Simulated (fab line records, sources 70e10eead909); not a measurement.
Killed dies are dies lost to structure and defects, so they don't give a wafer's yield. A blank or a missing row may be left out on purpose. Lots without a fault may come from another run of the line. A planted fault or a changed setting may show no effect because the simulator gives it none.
A struck lot beside a sound one | flow nand_harc | 13 steps out of a route of 1302
Sound: wafers L399.1, L399.4, L399.5. Struck: wafers L411.1, L411.4, L411.5. The cause comes at the end.
At each step with rows: each side's tool, then ch and its chambers, then its first start. Under that, the readings that differ: sound wafers | struck wafers | difference of the means | sigmas: that difference in standard deviations of wafers without a fault.
alike: readings whose means differ by less than 2 such deviations, and words and numbers that are the same on both sides. not compared: withheld readings, readings that some wafer has no value for, bounds like >300 that may hide the same value, and numbers for which the record gives no deviation and whose values overlap.
The two part at a step that has a row with sigmas, a row that says differs or no value, or rows on one side only. Numbers that don't overlap but have no deviation are shown without sigmas and don't part them. A reading that every wafer of one side lacks parts them only if that side has two wafers or more.

NHARC_A_STAIRCASE_STRIP_295: strips in O2.
  sound on rie_diel-12 ch 0,2,3; struck on rie_diel-12 ch 0,1,3
  alike: drypump_motor_current_A, oes_product_au, rf_vpp_V, showerhead_plenum_p_Torr, throttle_valve_pct
  not compared: rf_hours_counter_h
then, 3 steps without rows for these wafers: NHARC_A_STAIRCASE_STRIP_296 (strips in SPM, time 900 s); NHARC_A_STAIRCASE_PRECLEAN_297 (cleans in SC1); NHARC_A_STAIRCASE_SRD_298.
NHARC_A_STAIRCASE_HM_DEP_462: deposits aC, target thk 800 nm.
  sound on acl_dep-02 ch 0, day 18 07:26; struck on acl_dep-02 ch 0, day 23 04:53
  alike: throttle_valve_pct
NHARC_A_STAIRCASE_DEP_301: deposits SiON, target thk 30 nm.
  sound on pecvd-03 ch 0,1,2, day 18 09:18; struck on pecvd-02 ch 0,2, day 23 06:43
  reading            | sound       | struck      | difference | sigmas
  heater_power_w (W) | 605 734 654 | 923 759 931 | +207       | +2
  alike: showerhead_vpp_V
  not compared: since_wet_clean_h
then, 5 steps without rows for these wafers: NHARC_A_STAIRCASE_DEHYDRATE_302 (time 120 s); NHARC_A_STAIRCASE_HMDS_303 (time 30 s); NHARC_A_STAIRCASE_COAT_304; NHARC_A_STAIRCASE_SOFTBAKE_305 (time 170 s); NHARC_A_STAIRCASE_EBR_306.
NHARC_A_STAIRCASE_EXPOSE_307: exposes mask CHOP 50.
  sound on krf_scanner-01 ch 0, day 18 09:52; struck on krf_scanner-01, day 23 07:20
  no value came back on the struck wafers for exposure_dose_mJ_cm2, focus_offset_nm (nm), reticle_temp_C (C); on the sound wafers exposure_dose_mJ_cm2 reads 46.09 46.02 46.06
  alike: mask
then, 1 step without rows for these wafers: NHARC_A_STAIRCASE_PEB_308 (peb time 130 s).

WHERE THEY PART
First at NHARC_A_STAIRCASE_DEP_301; last, within this record, at NHARC_A_STAIRCASE_EXPOSE_307.

WHY: what the simulator had put in
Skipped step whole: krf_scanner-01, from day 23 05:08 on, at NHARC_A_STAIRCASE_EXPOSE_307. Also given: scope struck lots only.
